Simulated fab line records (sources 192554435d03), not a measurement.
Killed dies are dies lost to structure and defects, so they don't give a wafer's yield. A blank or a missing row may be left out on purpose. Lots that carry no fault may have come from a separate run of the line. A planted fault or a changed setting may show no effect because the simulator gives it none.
A struck lot beside a sound one ; flow n5_finfet ; 15 steps out of a route of 1938
Sound: these wafers, L836.1, L836.2, L836.3. Struck: wafers L840.4, L840.6 (left out: L840.1, a lot-mate that was not struck); the cause follows at the end.
Each step with rows lists, per side, the tool, then ch with its chambers, then its first start. Under that, the readings that differ: sound wafers ; struck wafers ; difference of the means ; sigmas: that difference in standard deviations of wafers without a fault.
alike: readings with means less than 2 such deviations apart, plus words and numbers identical on both sides. not compared: withheld readings, readings lacking a value on some wafer, bounds such as >300 that could conceal the same value, and numbers that have no deviation in the record and whose values overlap.
Wherever a step has rows on one side only, a row that says differs or no value, or a row with sigmas, the two part there. Numbers that don't overlap but have no deviation are shown without sigmas and don't part them. A reading missing from all wafers of one side parts the sides only when that side holds two or more wafers.

first, 1 step without rows for these wafers: N5_ILD0_CURE_02 (time 1800 s).
N5_ILD0_CMP_03: polishes, stops on SiNx, t overpolish 1.9 s, target thk 197.38 nm.
  sound on cmp-03 ch 0,1,3, day 5 09:02; struck on cmp-01 ch 1,3, day 6 08:02
  alike: motor_current_A, overpolish_run_s, time_to_endpoint_s
N5_ILD0_THK_MEAS_04:
  sound: film_metro-01 at day 5 09:19; struck: film_metro-01 at day 6 08:20
  alike: thk_nm
N5_ILD0_CMP_07: polishes SiO2 flowable, stops on poly-Si, t overpolish 1.18 s, target thk 138.88 nm.
  sound on cmp-03 ch 1,2,3, day 5 09:29; struck on cmp-01 ch 0,2, day 6 08:26
  alike: motor_current_A
N5_ILD0_THK_MEAS_08:
  sound: film_metro-02 at day 5 09:47; struck: film_metro-01 at day 6 08:39
  alike: thk_nm
then, 1 step without rows for these wafers: N5_ILD0_PRECLEAN_10 (cleans in NF3:NH3, afs cycles 5, time 20 s, sublimation time 60 s).
N5_ILD0_ALD_15: deposits SiNx, target thk 24 nm, pulse time 1 s, ald cycles 480.
  sound on ald_sin-04 ch 0,1,3, day 5 10:30; struck on ald_sin-02 ch 1,2, day 6 09:22
  alike: heater_power_w, precursor_pulse_height_rel
N5_ILD0_CMP_12: polishes SiNx, stops on poly-Si, t overpolish 6 s, target thk 17.67 nm.
  sound on cmp-03 ch 0,1,2, day 5 12:42; struck on cmp-01 ch 2,3, day 6 11:35
  alike: motor_current_A, overpolish_run_s, time_to_endpoint_s
N5_ILD0_THK_MEAS_13:
  sound: film_metro-01 at day 5 12:59; struck: film_metro-02 at day 6 11:53
  alike: thk_nm
N5_ILD0_INSPECT_06: inspects for defects (darkfield).
  sound: defect_inspect-01 at day 5 13:01; struck: defect_inspect-01 at day 6 11:55
  alike: raw_defect_count
N5_SDB_HM_DEP_00: deposits SiNx from SiH4/NH3/N2, target thk 40 nm, time 35.3 s.
  sound on pecvd-02 ch 0,2, day 5 13:03; struck on pecvd-01 ch 0,1, day 6 11:57
reading;sound;struck;difference;sigmas
throttle_valve_pct (%);39.8 39.0 39.0;41.6 45.7;+4.4;+2
  alike: heater_power_w, rf_fwd_power_W, showerhead_plenum_p_Torr
then, 1 step without rows for these wafers: N5_SDB_COAT_03 (time 60 s, resist thk 100 nm).
N5_SDB_COAT_04: time 60 s, resist thk 18 nm.
  sound on litho_track-05 ch 0, day 5 13:10; struck on litho_track-05 ch 0, day 6 12:04
reading;sound;struck;difference;sigmas
run_length_s (s);66.19 66.03 66.22;76.77 76.63;+10.55;+53
  alike: plate_temp_C
then, 1 step without rows for these wafers: N5_SDB_COAT_05 (resist thk 90 nm).
-- the record jumps here: 7 days lie between the struck wafers' starts before and after (it left off in module SDB and takes up again in module BEOL_M4, whose first step shown is number 1111 of the route) --
N5_BEOL_M4_RC_MEAS_101:
  sound on prober-01 ch 0, day 11 12:47; struck on prober-02 ch 0, day 13 04:47
  alike: DIBL_N, DIBL_P, IOFF_N, IOFF_P, ION_N, ION_P, SS_N, SS_P, VT_N, VT_P

## WHERE THEY PART
Earliest at N5_SDB_HM_DEP_00; latest, in this record, at N5_SDB_COAT_04. Later steps at which nothing parts them and some readings are alike: N5_BEOL_M4_RC_MEAS_101.

WHY: whatever the simulator had introduced
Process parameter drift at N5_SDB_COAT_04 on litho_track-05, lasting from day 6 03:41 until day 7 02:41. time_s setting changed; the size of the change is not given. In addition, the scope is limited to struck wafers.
